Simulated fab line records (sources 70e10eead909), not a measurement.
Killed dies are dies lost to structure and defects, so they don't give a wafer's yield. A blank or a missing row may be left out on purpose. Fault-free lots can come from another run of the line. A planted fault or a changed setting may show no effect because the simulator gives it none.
What tool caused it? / flow nand harc / 14 lots, 41 wafers sampled, at 6 steps of a route of 1302

## WHAT EACH GAUGE READ, for each wafer
NHARC_P_BONDPAD_INSPECT_23.
lot=L272; measured=day 7 02:55; on=defect inspect-01; raw defect count=247 224 284
lot=L273; measured=day 7 03:32; on=defect inspect-02; raw defect count=322 412 229
lot=L274; measured=day 7 12:59; on=defect inspect-01; raw defect count=330 235 202
lot=L275; measured=day 8 03:33; on=defect inspect-02; raw defect count=300 266 172
lot=L277; measured=day 8 15:01; on=defect inspect-02; raw defect count=333 317 322
lot=L276; measured=day 8 15:47; on=defect inspect-01; raw defect count=346 274 160
lot=L282; measured=day 10 20:47; on=defect inspect-01; raw defect count=523 274 355
lot=L285; measured=day 12 04:59; on=defect inspect-02; raw defect count=458 410
lot=L288; measured=day 13 07:39; on=defect inspect-02; raw defect count=224 366 414
lot=L291; measured=day 14 12:44; on=defect inspect-02; raw defect count=286 395 205
lot=L292; measured=day 14 23:23; on=defect inspect-02; raw defect count=264 805 365
lot=L294; measured=day 15 14:37; on=defect inspect-01; raw defect count=402 336 259
lot=L293; measured=day 15 15:51; on=defect inspect-02; raw defect count=382 315 287
lot=L295; measured=day 16 03:30; on=defect inspect-02; raw defect count=421 467 698

NHARC_A_START_INSPECT_01.
lot=L272; measured=day 7 03:23; on=defect inspect-02; raw defect count=7 2 1
lot=L273; measured=day 7 04:00; on=defect inspect-02; raw defect count=2 4 7
lot=L274; measured=day 7 13:27; on=defect inspect-01; raw defect count=0 6 1
lot=L275; measured=day 8 04:02; on=defect inspect-02; raw defect count=6 7 1
lot=L277; measured=day 8 15:29; on=defect inspect-02; raw defect count=6 5 1
lot=L276; measured=day 8 16:16; on=defect inspect-02; raw defect count=2 3 3
lot=L282; measured=day 10 21:15; on=defect inspect-01; raw defect count=3 3 3
lot=L285; measured=day 12 05:28; on=defect inspect-02; raw defect count=4 3
lot=L288; measured=day 13 08:08; on=defect inspect-01; raw defect count=4 3 2
lot=L291; measured=day 14 13:13; on=defect inspect-01; raw defect count=6 2 9
lot=L292; measured=day 14 23:52; on=defect inspect-02; raw defect count=6 4 3
lot=L294; measured=day 15 15:07; on=defect inspect-02; raw defect count=3 1 2
lot=L293; measured=day 15 16:19; on=defect inspect-01; raw defect count=1 4 4
lot=L295; measured=day 16 03:58; on=defect inspect-02; raw defect count=4 1 0

NHARC_A_SOURCE_PLATE_THK_MEAS_06: measures by ellipsometry.
lot=L272; measured=day 8 02:01; on=film metro-01; thk nm (nm)=203.2 200.2 201.8
lot=L273; measured=day 8 02:01; on=film metro-02; thk nm (nm)=199.7 199.4 199.3
lot=L274; measured=day 8 11:41; on=film metro-02; thk nm (nm)=202.1 200.1 200.6
lot=L275; measured=day 9 04:38; on=film metro-01; thk nm (nm)=199.3 198.2 199.8
lot=L277; measured=day 9 14:23; on=film metro-02; thk nm (nm)=201.7 202.4 204.6
lot=L276; measured=day 9 14:23; on=film metro-01; thk nm (nm)=199.1 198.4 200.6
lot=L282; measured=day 11 22:47; on=film metro-01; thk nm (nm)=198.1 196.3 197.6
lot=L285; measured=day 13 04:51; on=film metro-02; thk nm (nm)=198.6 198.5
lot=L288; measured=day 14 08:50; on=film metro-02; thk nm (nm)=201.6 201.3 203.8
lot=L291; measured=day 15 10:46; on=film metro-02; thk nm (nm)=194.3 198.2 196.8
lot=L292; measured=day 15 21:55; on=film metro-02; thk nm (nm)=197.4 201.2 199.4
lot=L294; measured=day 16 13:50; on=film metro-02; thk nm (nm)=199.0 199.2 197.7
lot=L293; measured=day 16 13:49; on=film metro-02; thk nm (nm)=199.5 196.0 200.0
lot=L295; measured=day 17 04:11; on=film metro-02; thk nm (nm)=197.0 197.2 198.1

NHARC_A_SOURCE_PLATE_INSPECT_08.
lot=L272; measured=day 8 02:04; on=defect inspect-02; raw defect count=77 48 130
lot=L273; measured=day 8 02:04; on=defect inspect-01; raw defect count=65 49 55
lot=L274; measured=day 8 11:47; on=defect inspect-01; raw defect count=58 57 58
lot=L275; measured=day 9 04:45; on=defect inspect-01; raw defect count=34 43 50
lot=L277; measured=day 9 14:27; on=defect inspect-01; raw defect count=41 34 45
lot=L276; measured=day 9 14:27; on=defect inspect-02; raw defect count=37 56 69
lot=L282; measured=day 11 22:54; on=defect inspect-02; raw defect count=614 609 631 634 603 633
lot=L285; measured=day 13 04:57; on=defect inspect-02; raw defect count=673 630 671 625
lot=L288; measured=day 14 08:55; on=defect inspect-02; raw defect count=119 105 93
lot=L291; measured=day 15 10:49; on=defect inspect-02; raw defect count=49 64 89
lot=L292; measured=day 15 22:01; on=defect inspect-01; raw defect count=62 67 32
lot=L294; measured=day 16 13:53; on=defect inspect-01; raw defect count=32 17 51
lot=L293; measured=day 16 13:53; on=defect inspect-02; raw defect count=21 35 33
lot=L295; measured=day 17 04:15; on=defect inspect-02; raw defect count=89 67 48

NHARC_END_SORT_01.
lot=L272; measured=day 25 01:10; on=prober-01; defect limited yield (%)=94.1 95.1 94.1; killed at array=37 30 36; killed at other=1 0 2; killed at periphery=2 3 2; killed dies=40 33 40; killed open=4 1 0; killed short=1 2 5
lot=L273; measured=day 25 03:32; on=prober-02; defect limited yield (%)=89.8 89.2 89.5; killed at array=66 72 69; killed at other=0 0 1; killed at periphery=3 1 1; killed dies=69 73 71; killed open=3 0 1; killed short=3 2 3
lot=L274; measured=day 25 15:56; on=prober-01; defect limited yield (%)=91.1 87.0 88.9; killed at array=56 84 68; killed at other=1 2 1; killed at periphery=3 2 6; killed dies=60 88 75; killed open=5 3 4; killed short=0 2 3
lot=L275; measured=day 26 14:37; on=prober-01; defect limited yield (%)=89.8 89.8 89.5; killed at array=64 65 66; killed at other=1 0 0; killed at periphery=4 4 5; killed dies=69 69 71; killed open=2 6 1; killed short=1 3 2
lot=L277; measured=day 26 07:36; on=prober-01; defect limited yield (%)=90.7 92.5 92.0; killed at array=59 45 46; killed at other=0 1 0; killed at periphery=4 5 8; killed dies=63 51 54; killed open=4 3 5; killed short=2 2 4
lot=L276; measured=day 26 08:29; on=prober-02; defect limited yield (%)=90.3 89.5 90.1; killed at array=59 67 64; killed at other=1 0 2; killed at periphery=6 4 1; killed dies=66 71 67; killed open=3 4 3; killed short=1 1 1
lot=L288; measured=day 30 23:37; on=prober-01; defect limited yield (%)=91.7 88.0 92.2; killed at array=53 77 51; killed at other=0 0 0; killed at periphery=3 4 2; killed dies=56 81 53; killed open=2 7 3; killed short=0 5 1
lot=L291; measured=day 32 02:22; on=prober-02; defect limited yield (%)=87.7 87.4 91.3; killed at array=77 77 54; killed at other=4 0 1; killed at periphery=2 8 4; killed dies=83 85 59; killed open=4 4 3; killed short=1 0 2
lot=L292; measured=day 33 06:10; on=prober-01; defect limited yield (%)=90.7 89.7 90.4; killed at array=60 66 61; killed at other=1 0 3; killed at periphery=2 4 1; killed dies=63 70 65; killed open=1 4 3; killed short=1 1 1
lot=L294; measured=day 34 00:55; on=prober-02; defect limited yield (%)=87.6 90.8 91.1; killed at array=77 58 58; killed at other=1 0 1; killed at periphery=6 4 1; killed dies=84 62 60; killed open=5 3 2; killed short=6 1 3
lot=L293; measured=day 34 11:12; on=prober-02; defect limited yield (%)=88.8 89.2 87.0; killed at array=68 62 81; killed at other=0 0 0; killed at periphery=8 11 7; killed dies=76 73 88; killed open=1 8 0; killed short=4 1 3
lot=L295; measured=day 34 12:46; on=prober-01; defect limited yield (%)=95.3 92.3 94.1; killed at array=31 41 35; killed at other=0 2 2; killed at periphery=1 9 3; killed dies=32 52 40; killed open=4 4 0; killed short=0 5 1

## WHICH TOOL RAN EACH LOT (tool, then ch and the chambers of the sampled wafers, then the start)
lot=L272; NHARC_A_SOURCE_PLATE_PVD_04=pvd sputter-03, day 7 12:36
lot=L273; NHARC_A_SOURCE_PLATE_PVD_04=pvd sputter-02, day 7 12:36
lot=L274; NHARC_A_SOURCE_PLATE_PVD_04=pvd sputter-02, day 7 22:32
lot=L275; NHARC_A_SOURCE_PLATE_PVD_04=pvd sputter-01, day 8 13:35
lot=L277; NHARC_A_SOURCE_PLATE_PVD_04=pvd sputter-03, day 9 01:52
lot=L276; NHARC_A_SOURCE_PLATE_PVD_04=pvd sputter-01, day 9 01:52
lot=L282; NHARC_A_SOURCE_PLATE_PVD_04=pvd sputter-03, day 11 07:54
lot=L285; NHARC_A_SOURCE_PLATE_PVD_04=pvd sputter-03, day 12 15:48
lot=L288; NHARC_A_SOURCE_PLATE_PVD_04=pvd sputter-02, day 13 18:07
lot=L291; NHARC_A_SOURCE_PLATE_PVD_04=pvd sputter-02, day 14 21:43
lot=L292; NHARC_A_SOURCE_PLATE_PVD_04=pvd sputter-03, day 15 09:36
lot=L294; NHARC_A_SOURCE_PLATE_PVD_04=pvd sputter-02, day 16 00:49
lot=L293; NHARC_A_SOURCE_PLATE_PVD_04=pvd sputter-01, day 16 00:49
lot=L295; NHARC_A_SOURCE_PLATE_PVD_04=pvd sputter-01, day 16 13:02
- NHARC_A_SOURCE_PLATE_PVD_04: deposits WSi2, target thk 50 nm.

## AS READ BY THE TOOLS THEMSELVES (means over the sampled wafers that have a number; for cases with no such wafer, the mark the record gives instead)
The record holds no such reading with a usual standard deviation.

## THE ANSWER, worked out from the rows above alone
Rule: the usual values come from the lots themselves. Put in order of their means at a reading, lots are off if they are a third of the lots or fewer, leave a main group of 4 or more, and stand apart from it by a gap of 3 or more times the standard deviation of the main group's means; of several such gaps the widest counts. Not used: any main group whose means are identical at the precision the tables above print for the reading. A lot without any number at a reading at which 4 lots or more have one is off too. The other lots that the step has rows for count as sound. First the gauges in route order, then the tools' own readings, where a lot's mean is used as printed above. At the first step where some lot is off, the reading lying furthest off is the one used; lots without a number count as furthest.
Off: L282, L285, at NHARC_A_SOURCE_PLATE_INSPECT_08 (raw defect count). The main group has a mean of 58 with a standard deviation of 21.
A tool fits if, at a process step before that reading, it ran every lot that is off, and no sound lot after the first of them. The gauges at NHARC_A_SOURCE_PLATE_INSPECT_08 are tried like those tools. Not one of the candidates tried fits.

## WHAT THE SIMULATOR HAD INSERTED
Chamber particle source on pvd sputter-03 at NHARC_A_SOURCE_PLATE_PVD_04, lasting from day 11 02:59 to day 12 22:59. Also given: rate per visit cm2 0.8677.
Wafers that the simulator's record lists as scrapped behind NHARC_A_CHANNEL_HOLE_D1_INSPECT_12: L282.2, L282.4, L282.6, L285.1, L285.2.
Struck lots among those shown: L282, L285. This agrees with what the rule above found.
